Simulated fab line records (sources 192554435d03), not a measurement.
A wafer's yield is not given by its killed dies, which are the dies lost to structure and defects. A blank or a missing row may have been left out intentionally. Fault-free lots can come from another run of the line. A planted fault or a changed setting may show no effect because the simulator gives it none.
Comparing a struck lot with a sound one	flow n5Finfet	22 steps out of a route of 1938
Sound: these wafers, L664.1, L664.4, L664.6. The struck wafers were L676.3, L676.5, L676.6. The cause is named last.
Per side, at each step with rows, come the tool, then ch with its chambers, and then its first start. Under that, the readings that differ: sound wafers	struck wafers	difference of the means	sigmas: that difference in standard deviations of wafers without a fault.
alike: readings with means less than 2 such deviations apart, plus words and numbers identical on both sides. not compared: withheld readings, readings lacking a value on some wafer, bounds such as >300 that could conceal the same value, and numbers that have no deviation in the record and whose values overlap.
Wherever a step has rows on one side only, a row that says differs or no value, or a row with sigmas, the two part there. When numbers do not overlap yet have no deviation, they are printed without sigmas and do not part them. A reading that every wafer of one side lacks parts them only if that side has two wafers or more.

N5_STI_FIN_REVEAL_THK_MEAS_05:
  sound on filmMetro-02 at day 4 02:33; struck on filmMetro-02 at day 7 04:46
  alike: thkNm
N5_STI_FIN_REVEAL_DENSIFY_30:
  sound on rtpAnneal-02 ch 0, day 4 02:35; struck on rtpAnneal-01 ch 0, day 7 04:51
  alike: lampPowerPct
  not compared: wafer_temp_C_max
then, 1 step without rows for these wafers: N5_STI_FIN_REVEAL_ETCHBACK_08 (etches SiO2 in C4F6/O2, target depth 30.5 nm, time 10.167 s).
N5_STI_FIN_REVEAL_STRIP_24: strips in N2/H2, time 90 s.
  sound on rieDiel-05 ch 0,2,3, day 4 02:50; struck on rieDiel-04 ch 0,3, day 7 05:02
  alike: drypumpMotorCurrentA, oesProductAu, rfVppV, showerheadPlenumPTorr, throttleValvePct
  not compared: rfHoursCounterH
then, 4 steps without rows for these wafers: N5_STI_FIN_REVEAL_PRECLEAN_25 (cleans in SPM, time 90 s); N5_STI_FIN_REVEAL_PRECLEAN_26 (cleans in SC1, time 45 s); N5_STI_FIN_REVEAL_PRECLEAN_29 (cleans in DHF, time 30 s); N5_STI_FIN_REVEAL_SRD_12 (time 30 s).
N5_STI_FIN_REVEAL_RECESS_09: chemistry HF/NH3, target SiO2, afs cycles 11, target depth 42.5 nm, sublimation time 60 s.
  sound on vaporEtch-02 ch 0,1, day 4 03:02; struck on vaporEtch-01 ch 0,1, day 7 05:47
  alike: drypumpMotorCurrentA
then, 2 steps without rows for these wafers: N5_STI_FIN_REVEAL_STRIP_16 (strips SiNx in H3PO4, target depth 23.8 nm); N5_STI_FIN_REVEAL_PRECLEAN_17 (cleans in NF3:NH3, afs cycles 1, time 20 s, sublimation time 60 s).
N5_STI_FIN_REVEAL_ETCH_34: etches Si in H2, material Si, target depth 0.97 nm.
  sound on rieSi-06 ch 0,2,3, day 4 05:08; struck on rieSi-02 ch 0,2,3, day 7 07:20
  alike: drypumpMotorCurrentA, oesProductAu, throttleValvePct
  not compared: rfHoursCounterH
N5_STI_FIN_REVEAL_OXIDATION_31: chemistry O2 PLASMA REMOTE, time 20 s.
  sound on plasmaAsher-02 ch 0,1, day 4 05:11; struck on plasmaAsher-01 ch 0,1, day 7 07:25
  no value came back on the struck wafers for chamberPressureMTorr (mTorr), drypumpMotorCurrentA (A), heaterPowerW (W); on the sound wafers chamberPressureMTorr (mTorr) reads 999.2 1000.2 1000.4
reading	sound	struck	difference	sigmas
model.Si_of_PMOS_HMC_CHANNEL_EPI_EPI_26.thkNm (nm)	3 3 3	3.326 3.345 3.376	+0.349	
  not compared: rfHoursCounterH
then, 3 steps without rows for these wafers: N5_STI_FIN_REVEAL_PRECLEAN_32 (cleans in NF3:NH3, afs cycles 1, time 20 s, sublimation time 60 s); N5_STI_FIN_REVEAL_STRIP_35 (strips Si3N4 in H3PO4, target depth 4 nm, time 39 s); N5_STI_FIN_REVEAL_SRD_21 (time 30 s).
N5_STI_FIN_REVEAL_OXIDATION_33: chemistry O2 PLASMA REMOTE, time 20 s.
  sound on plasmaAsher-01 ch 1, day 4 05:33; struck on plasmaAsher-01 ch 0,1, day 7 07:47
  alike: chamberPressureMTorr, drypumpMotorCurrentA, heaterPowerW
  not compared: rfHoursCounterH
N5_STI_FIN_REVEAL_CLEAN_19: cleans in O3/DIW, time 120 s.
  sound on wetBench-06 ch 1,4,6, day 4 05:38; struck on wetBench-05 ch 2,3,4, day 7 07:50
reading	sound	struck	difference	sigmas
model.Si_of_PMOS_HMC_CHANNEL_EPI_EPI_26.thkNm (nm)	2.4 2.4 2.4	2.8 2.8 2.8	+0.4	
then, 1 step without rows for these wafers: N5_STI_FIN_REVEAL_SRD_23 (time 30 s).
N5_STI_FIN_REVEAL_CD_MEAS_22: target cd 6.238 nm, pitch 28 nm.
  sound on cdSem-01 at day 4 05:43; struck on cdSem-01 at day 7 07:55
reading	sound	struck	difference	sigmas
cdNm (nm)	6.33 6.19 6.18	7.55 7.21 7.23	+1.10	+5
N5_STI_FIN_REVEAL_FIN_H_MEAS_10:
  sound on ocd-01 at day 4 05:44; struck on ocd-02 at day 7 07:57
  alike: trenchDepthNm
following that, these wafers have no rows for 1 step: N5_PASSIVATION_PROBE_49.

WHERE THEY PART
At N5_STI_FIN_REVEAL_OXIDATION_31 first; at N5_STI_FIN_REVEAL_CD_MEAS_22 last (within this record only). Later steps at which nothing parts them and some readings are alike: N5_STI_FIN_REVEAL_FIN_H_MEAS_10.

WHY: whatever the simulator had introduced
Skipped step whole: plasmaAsher-01, from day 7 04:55 on, at N5_STI_FIN_REVEAL_OXIDATION_31. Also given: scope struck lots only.
